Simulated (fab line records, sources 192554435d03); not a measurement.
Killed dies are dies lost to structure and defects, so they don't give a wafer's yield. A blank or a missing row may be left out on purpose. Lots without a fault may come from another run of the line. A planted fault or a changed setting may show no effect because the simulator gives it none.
fab line records | flow n5_finfet
record lots=11 wafers=33 last_day=17
route steps=1938 shown FIN_SAQP@146 FIN_CUT@178 STI_FIN_REVEAL@187
lots that met no fault: from a run of the same line without faults
start_h: hours from the record's first day to the start of the lot's first wafer shown | wait_h: hours since the lot's step before | " the same as in the row above | L1.1+2: a row that stands for several wafers | - no value, or no start given | * or withheld: withheld | < > ~ a bound
route shown NAME@n: a module of which the file shows steps, and the number in the route of the first | usual: mean/standard deviation of fault-free wafers | same: alike in all rows | chamber/n: place in a boat | sites: the reading at each site | _std_site: their standard deviation | _edge_site: outer sites' mean less inner sites' | radius_mm: how far each site lies from the wafer's centre | mask NAME#n: copy n | behind: the tool/chamber that last shaped the wafer | hold: why the lot was held/for how many hours/how that ended | device: the transistor (n, p or np) that didn't switch | end of line: the same wafers' tests at the end of the route | a step without rows: its recipe alone | killed: dies lost to structure and defects at the first sort, not the wafer's yield | map: a wafer's dies, x killed, . not, _ none there
set.NAME: the setting as run; set.NAME@STEP: as run at that earlier step | model.NAME: the simulator's own value behind a step, which no gauge read
steps of the route over a sample of lots; a table a step, a row a wafer
services: from which hour (start_h, from the record's first day; less than 0 if before it) a tool's chamber was out of use, for how many hours, and why
## steps
# step N5_FIN_SAQP_ETCH_64
# recipe chemistry=CF4 target=SiO2 target_depth_a=15 ion_energy_ev=350 pressure_mtorr=10 icp_w=800 bias_w=400 cf4_flow_sccm=80
# usual drypump_motor_current_A=5.6/0.52 oes_product_au=0.991/0.019 throttle_valve_pct=21.71/0.19
# columns lot.wafer tool chamber start_h wait_h drypump_motor_current_A oes_product_au rf_hours_counter_h throttle_valve_pct
L305.1 rie_si-06 1 37.95 0.0 4.9 1.001 30 21.48
L305.2 " 0 " " 5.5 0.998 88 22.01
L305.5 " 1 " " 4.9 0.993 - 21.48
L307.2 rie_si-05 2 49.85 0.0 5.7 0.963 41 21.85
L307.3 " 3 " " 5.9 1.005 64 21.81
L307.6 " 3 " " 5.9 0.998 - 21.82
L309.2 rie_si-05 0 62.13 0.0 6.3 1.005 5 21.47
L309.3 " 2 " " 5.7 0.959 41 21.86
L309.6 " 0 " " 6.3 1.002 - 21.47
L311.2 rie_si-04 3 74.24 0.0 5.5 0.996 162 21.59
L311.3 " 1 " " 5.6 1.007 16 21.70
L311.5 " 3 " " 5.5 0.993 - 21.60
L312.1 rie_si-05 2 79.70 0.0 5.7 0.961 42 21.88
L312.2 " 1 " " 6.4 0.992 63 21.63
L312.6 " 3 " " 5.9 0.993 - 21.79
L313.2 rie_si-06 1 87.03 0.0 4.9 0.998 31 21.48
L313.3 " 2 " " 4.9 1.000 0 21.39
L313.6 " 0 " " 5.5 1.020 - 22.00
L315.3 rie_si-06 1 100.66 0.0 4.9 1.010 31 21.50
L315.5 " 0 " " 5.5 1.019 - 22.00
L315.6 " 3 " " 5.2 0.979 - 21.77
L318.1 rie_si-04 2 116.90 0.0 5.7 0.941 153 21.87
L318.2 " 3 " " 5.5 0.990 163 21.60
L318.6 " 3 " " 5.5 0.987 - 21.61
L324.1 rie_si-05 2 151.90 0.0 5.7 0.962 43 21.85
L324.3 " 1 " " 6.4 0.992 65 21.62
L324.6 " 0 " " 6.3 1.012 - 21.45
L325.2 rie_si-05 3 157.43 0.1 5.9 0.979 66 21.82
L325.5 " 1 " " 6.4 0.975 - 21.62
L325.6 " 2 " " 5.7 0.961 - 21.88
L326.1 rie_si-05 2 164.71 0.0 5.7 0.957 43 21.86
L326.4 " 3 " " 5.9 0.994 67 21.80
L326.6 " 2 " " 5.7 0.957 - 21.88
# step N5_FIN_CUT_STRIP_22
# recipe chemistry=N2/H2 power_w=500 temp_c=40 pressure_mtorr=50 rf_frequency_hz=6e+07 overash_fraction=0.3 bias_power_w=8 h2_frac=0.5 n2_flow_sccm=300 h2_flow_sccm=300
# usual bias_power_w=8.000/0.022 drypump_motor_current_A=5.8/0.39 h2_flow_sccm=299.9/0.96 oes_product_au=0.80/0.087 rf_vpp_V=54.3/2.3 showerhead_plenum_p_Torr=3.37/0.13 throttle_valve_pct=18.83/0.28
# columns lot.wafer tool chamber start_h wait_h bias_power_w drypump_motor_current_A h2_flow_sccm oes_product_au rf_hours_counter_h rf_vpp_V showerhead_plenum_p_Torr throttle_valve_pct
L305.1 rie_diel-01 1 39.40 0.0 7.978 6.4 300.5 0.94 9 50.6 3.31 18.82
L305.2 " 3 " " 8.011 6.0 300.2 0.82 111 54.3 3.37 18.35
L305.5 " 1 " " 8.022 6.4 299.4 0.94 - 53.9 3.31 18.85
L307.2 rie_diel-01 1 51.43 0.1 8.042 6.3 298.9 0.94 12 58.2 3.30 18.85
L307.3 " 0 " " 7.976 6.1 300.4 0.74 183 54.0 3.47 18.88
L307.6 " 3 " " 8.009 6.0 300.6 0.82 - 50.6 3.37 18.36
L309.2 rie_diel-01 3 63.61 0.1 7.958 6.0 300.4 0.83 118 53.8 3.37 18.32
L309.3 " 0 " " 7.961 6.2 299.0 0.75 186 54.9 3.47 18.90
L309.6 " 0 " " 7.992 6.1 297.9 0.73 - 53.0 3.47 18.89
L311.2 rie_diel-04 1 75.75 0.1 8.001 5.9 298.8 0.91 15 50.1 3.57 18.83
L311.3 " 2 " " 8.032 5.6 300.6 0.68 237 54.1 3.17 18.52
L311.5 " 1 " " 8.009 5.9 301.3 0.92 - 57.0 3.57 18.83
L312.1 rie_diel-01 2 81.15 0.0 8.009 5.1 300.0 0.85 64 47.8 3.27 18.97
L312.2 " 3 " " 8.021 6.0 299.5 0.82 123 55.1 3.37 18.34
L312.6 " 3 " " 8.002 6.0 301.0 0.81 - 54.8 3.37 18.34
L313.2 rie_diel-05 2 89.38 0.0 7.999 5.3 300.6 0.81 79 56.5 3.42 19.04
L313.3 " 0 " " 8.008 5.9 297.7 0.69 241 51.8 3.45 19.45
L313.6 " 0 " " 8.014 5.9 297.8 0.70 - 53.7 3.45 19.41
L315.3 rie_diel-05 2 102.12 0.1 8.002 5.3 299.7 0.81 82 52.7 3.42 19.05
L315.5 " 0 " " 8.002 5.9 299.9 0.70 - 57.3 3.45 19.40
L315.6 " 1 " " 8.013 6.2 301.0 0.81 - 54.5 3.25 18.74
L318.1 rie_diel-05 0 118.86 0.0 8.018 5.9 299.7 0.69 248 54.1 3.44 19.46
L318.2 " 2 " " 7.999 5.3 299.9 0.82 88 51.1 3.42 19.02
L318.6 " 2 " " 8.006 5.3 300.7 0.81 - 53.7 3.42 19.09
L324.1 rie_diel-05 0 153.35 0.0 7.977 5.9 301.3 0.99 0 56.1 3.44 19.06
L324.3 " 1 " " 8.014 6.1 300.7 0.79 99 52.9 3.25 18.82
L324.6 " 3 " " 8.006 6.2 302.1 0.72 - 55.1 3.46 19.14
L325.2 rie_diel-04 1 159.24 0.1 7.982 5.9 298.8 0.88 42 57.1 3.56 18.83
L325.5 " 3 " " 8.003 5.8 300.5 0.69 - 56.5 3.16 18.84
L325.6 " 2 " " 7.974 5.6 299.8 0.95 - 54.7 3.57 18.16
L326.1 rie_diel-05 3 166.49 0.2 8.033 6.3 301.4 0.73 220 54.2 3.45 19.15
L326.4 " 2 " " 7.993 5.3 299.1 0.78 106 51.5 3.41 19.09
L326.6 " 1 " " 7.986 6.1 301.0 0.79 - 55.0 3.24 18.80
# step N5_STI_FIN_REVEAL_CMP_04
# recipe stop_on=Si3N4 t_overpolish_s=4 down_force_psi=2 platen_rpm=54.18 post_cmp_clean=alkaline_brush pad_velocity_m_s=1.078 target_thk_nm=131.83
# usual head_pressure_psi=2.000/0.0048 motor_current_A=7.9/0.86 overpolish_run_s=4.000/0.0094 retaining_ring_pressure_frac=1.000/0.0053 time_to_endpoint_s=102/4.4
# columns lot.wafer tool chamber start_h wait_h head_pressure_psi motor_current_A overpolish_run_s retaining_ring_pressure_frac time_to_endpoint_s
L305.1 cmp-04 3 45.96 0.0 2.000 6.2 3.982 0.998 99
L305.2 " 0 " " 2.003 7.5 3.998 0.993 100
L305.5 " 0 " " 1.994 7.2 3.996 0.989 102
L307.2 cmp-04 2 57.22 0.0 2.008 7.5 3.998 1.001 106
L307.3 " 3 " " 1.996 6.3 4.002 0.994 101
L307.6 " 2 " " 2.001 7.7 3.988 0.998 104
L309.3 cmp-01 3 69.71 0.1 2.002 7.9 3.999 0.990 105
L309.2 " 0 " " 1.987 7.1 3.985 0.996 102
L309.6 " 1 " " 2.001 7.6 4.002 1.000 103
L311.3 cmp-03 1 81.08 0.1 1.998 9.2 4.018 1.003 105
L311.2 " 2 " " 2.002 8.9 3.983 0.997 99
L311.5 " 1 " " 1.999 9.5 3.996 0.999 101
L312.1 cmp-03 3 86.91 0.0 1.998 9.6 4.000 1.002 99
L312.2 " 0 " " 1.986 8.3 3.996 1.000 99
L312.6 " 0 " " 1.992 7.9 3.992 1.005 98
L313.3 cmp-04 0 94.67 0.0 1.998 7.3 4.010 0.997 102
L313.2 " 1 " " 2.000 8.0 3.996 1.004 100
L313.6 " 1 " " 2.002 8.1 4.000 0.994 95
L315.3 cmp-04 3 107.65 0.3 2.003 6.6 3.993 1.004 98
L315.5 " 2 " " 2.007 8.3 3.988 0.997 206
L315.6 " 3 " " 2.001 6.5 4.018 1.003 203
L318.1 cmp-04 2 124.15 0.0 2.001 8.2 4.016 1.004 215
L318.2 " 0 " " 2.004 7.0 3.997 1.002 104
L318.6 " 3 " " 1.999 6.7 4.024 0.992 199
L324.1 cmp-03 2 158.69 0.1 2.005 8.7 3.996 1.004 94
L324.3 " 0 " " 2.000 8.3 4.001 1.007 96
L324.6 " 2 " " 2.006 8.8 3.997 1.010 91
L325.2 cmp-01 3 164.66 0.1 1.996 7.5 3.990 0.994 102
L325.5 " 2 " " 1.990 8.5 4.012 1.004 95
L325.6 " 3 " " 2.001 7.8 3.992 0.995 105
L326.1 cmp-01 1 171.78 0.0 1.996 7.7 4.000 0.999 106
L326.4 " 0 " " 2.006 7.2 3.985 1.004 101
L326.6 " 2 " " 2.004 8.3 3.992 1.002 98
# step N5_STI_FIN_REVEAL_DENSIFY_30
# recipe temp_c=* time_s=* ambient=N2 idle_temp_c=600 ramp_up_c_per_s=150 ramp_down_c_per_s=60 cool_to_c=600
# usual lamp_power_pct=11.54/0.051 lamp_zone_6_pct=11.452/0.019 wafer_temp_C_max=*
# same time_s=*
# columns lot.wafer tool chamber start_h wait_h lamp_power_pct lamp_zone_6_pct wafer_temp_C_max
L305.1 rtp_anneal-02 0 46.28 0.0 11.57 11.478 *
L305.2 " 0 " " 11.49 11.442 *
L305.5 " 0 " " 11.63 11.459 *
L307.2 rtp_anneal-02 0 57.58 0.1 11.54 11.447 *
L307.3 " 0 " " 11.55 11.444 *
L307.6 " 0 " " 11.50 11.494 *
L309.2 rtp_anneal-02 0 69.99 0.1 11.53 11.435 *
L309.3 " 0 " " 11.56 11.413 *
L309.6 " 0 " " 11.55 11.458 *
L311.2 rtp_anneal-01 0 81.39 0.1 11.49 11.468 *
L311.3 " 0 " " 11.50 11.474 *
L311.5 " 0 " " 11.59 11.440 *
L312.1 rtp_anneal-02 0 87.23 0.0 11.57 11.456 *
L312.2 " 0 " " 11.54 11.434 *
L312.6 " 0 " " 11.57 11.442 *
L313.2 rtp_anneal-01 0 95.02 0.1 11.56 11.434 *
L313.3 " 0 " " 11.54 11.457 *
L313.6 " 0 " " 11.50 11.455 *
L315.3 rtp_anneal-01 0 107.99 0.1 11.54 11.452 *
L315.5 " 0 " " 11.51 11.474 *
L315.6 " 0 " " 11.56 11.436 *
L318.1 rtp_anneal-02 0 124.76 0.0 11.55 11.410 *
L318.2 " 0 " " 11.51 11.444 *
L318.6 " 0 " " 11.58 11.482 *
L324.1 rtp_anneal-01 0 158.97 0.0 11.52 11.438 *
L324.3 " 0 " " 11.55 11.466 *
L324.6 " 0 " " 11.57 11.420 *
L325.2 rtp_anneal-01 0 165.13 0.2 11.49 11.445 *
L325.5 " 0 " " 11.51 11.451 *
L325.6 " 0 " " 11.56 11.461 *
L326.1 rtp_anneal-02 0 172.16 0.1 11.49 11.405 *
L326.4 " 0 " " 11.49 11.497 *
L326.6 " 0 " " 11.60 11.472 *
## services
# columns tool chamber start_h hours kind
cmp-01 - 16.64 5.0 pm
rie_si-04 - 28.21 0.3 repair
rie_diel-05 3 36.92 2.7 repair
cmp-04 - 39.86 2.2 repair
rie_si-06 3 50.66 8.2 repair
rie_diel-04 1 56.27 4.2 repair
rie_si-04 - 59.68 0.6 repair
rie_diel-05 - 60.59 0.6 repair
cmp-01 - 62.62 4.0 pm
cmp-03 - 67.46 6.0 pm
cmp-03 - 79.05 1.3 repair
rie_diel-04 0 80.56 7.8 repair
cmp-01 - 86.09 5.9 pm
rie_diel-01 - 98.51 2.8 pm
rie_si-06 3 110.16 8.1 repair
rie_si-06 - 110.21 2.8 pm
rie_diel-01 3 111.79 13.2 repair
rie_diel-01 0 123.46 131.8 repair
rie_diel-05 1 126.84 5.4 repair
rie_diel-01 3 154.67 14.1 repair
rie_si-06 1 158.42 1.1 repair
rie_si-04 3 161.85 2.6 repair
cmp-04 - 167.18 0.8 repair
cmp-03 - 169.80 1.1 repair
## key
first_sign step=N5_STI_FIN_REVEAL_CMP_04 reading=time_to_endpoint_s direction=up sigmas=24 usual=* struck=*
effect none on later readings
met_at N5_STI_FIN_REVEAL_CMP_04
struck_lots L315,L318
struck_wafers L315.5,L315.6,L318.1,L318.6
tester_left_out L315,L318
not_acting_at N5_FIN_SAQP_ETCH_64,N5_FIN_CUT_STRIP_22,N5_STI_FIN_REVEAL_DENSIFY_30
onset_between 94.67 107.65
fault kind=process_parameter_drift tool=cmp-04 chamber=- onset_h=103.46 steps=N5_STI_FIN_REVEAL_CMP_04 channel=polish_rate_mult offset=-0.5 shape=step end_h=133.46 scope=struck_wafers_only
# tester_left_out: of these lots the tester's yield and bins aren't shown, on N5 and GAA mostly nor the transistor test; their killed dies are dies lost to structure and defects alone, not to doping, threshold or leakage, so they don't give the yield
